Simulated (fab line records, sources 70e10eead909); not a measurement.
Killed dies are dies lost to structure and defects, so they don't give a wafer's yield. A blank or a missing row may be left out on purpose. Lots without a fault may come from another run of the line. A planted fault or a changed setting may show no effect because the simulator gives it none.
One fault seen from 2 desks | flow nand_harc | each desk has only its own numbers; what lay behind them comes last

THE TOOL OWNER'S DESK: pecvd_onon-02
The tool's own readings at NHARC_A_ONON_D1_DEP_12 (target thk 1000 nm): means of the sampled wafers that have a number, for each lot that ran on this tool. A lot is out of limits, marked OUT, if its mean lies more than 4 standard deviations from the usual mean; the brackets give that distance.
Columns: A = n2o_flow_sccm at NHARC_A_ONON_D1_DEP_12, usual 2001 sccm
lot  | first seen here | A
L127 | day 7 14:25     | 1998
L128 | day 8 06:43     | 1997
L132 | day 9 05:07     | 2007
L134 | day 9 09:29     | 1999
L136 | day 10 01:26    | 2000
L140 | day 10 20:16    | 2005
L143 | day 11 20:48    | 2008
L147 | day 12 07:08    | 1997
This desk's finding: nothing out of limits on any of the 8 lots.

THE METROLOGY DESK
What the gauges read, lot by lot, whatever tool the lot ran on: means of the sampled wafers that have a number. A lot is out of limits, marked OUT, if its mean lies more than 4 standard deviations from the usual mean; the brackets give that distance.
Columns: A = thk_nm at NHARC_A_ONON_D1_THK_MEAS_11, usual 999 nm; B = thk_nm at NHARC_A_ONON_D1_THK_MEAS_14, usual 998 nm
lot  | first seen here | A    | B
L127 | day 7 14:18     | 991  | 992
L128 | day 8 06:36     | 1012 | 994
L129 | day 8 06:37     | 997  | 1002
L130 | day 8 06:37     | 990  | 993
L131 | day 8 17:01     | 995  | 994
L132 | day 9 05:04     | 1006 | 994
L134 | day 9 09:19     | 989  | 986
L136 | day 10 01:23    | 1022 | 988
L140 | day 10 20:02    | 988  | 1014
L143 | day 11 20:37    | 993  | 578 (-38) OUT
L145 | day 12 01:01    | 1011 | 1012
L146 | day 12 06:42    | 991  | 1005
L147 | day 12 06:55    | 990  | 593 (-37) OUT
L150 | day 13 10:59    | 993  | 984
This desk's finding: out of limits on L143, L147; first on L143, day 11 21:11 (thk_nm at NHARC_A_ONON_D1_THK_MEAS_14). In limits: L127, L128, L129, L130, L131, L132, L134, L136, L140, L145, L146, L150.

PUT TOGETHER
The metrology desk could have raised an alarm at day 11 21:11, on L143, L147.
The tool owner's desk saw nothing out of limits.
The tool owner's desk has L143, L147 on record, within its limits.
Of the lots named, all ran NHARC_A_ONON_D1_DEP_12 on pecvd_onon-02.

WHAT THE SIMULATOR HAD PUT IN
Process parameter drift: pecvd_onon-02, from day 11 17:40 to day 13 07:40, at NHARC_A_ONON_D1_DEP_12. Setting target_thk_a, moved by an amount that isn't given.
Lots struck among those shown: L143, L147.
Hours from the fault's start to each desk's first reading out of limits: the metrology desk, 4.
